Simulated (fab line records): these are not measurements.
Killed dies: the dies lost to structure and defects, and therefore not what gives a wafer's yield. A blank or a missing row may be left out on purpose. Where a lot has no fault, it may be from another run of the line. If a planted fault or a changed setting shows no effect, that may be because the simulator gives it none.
Chamber matching    flow nand harc    4 sister chambers for NHARC_P_GATE_STRIP_101 on rie diel-05
The step strips in O2, time 20 s. 4 wafers are shown with their chamber, then 8 later ones without.

EACH WAFER AND ITS CHAMBER
wafer   chamber  showerhead plenum p Torr (Torr)
L666.6  0        3.48
L677.4  3        3.50
L677.5  2        3.77
L678.1  1        3.60

WAFERS WITH NO CHAMBER GIVEN
wafer   showerhead plenum p Torr (Torr)
L678.3  3.47
L678.6  3.61
L679.1  3.47
L679.3  3.77
L679.4  3.60
L680.2  3.47
L680.3  3.77
L680.5  3.50

WHICH CHAMBER EACH WENT THROUGH
wafer   from the rows above  in truth
L678.3  0                    0
L678.6  1                    1
L679.1  0                    0
L679.3  2                    2
L679.4  1                    1
L680.2  0                    0
L680.3  2                    2
L680.5  3                    3
8 of 8 placed correctly. From these rows, 0 cannot be placed. Number placed wrongly: 0.
How it was worked out, from the rows above alone: a wafer's distance from a chamber is the root of the sum, over the readings, of the square of ((its reading less the chamber's mean) divided by the reading's scatter). If the next closest chamber is less than 2 further off than the closest, the wafer can't be placed; otherwise it belongs to the closest. A chamber's mean is the mean of its shown wafers. The scatter: with one shown wafer a chamber, the root of the mean of the squares of how far each hidden wafer lies from its nearest shown one.
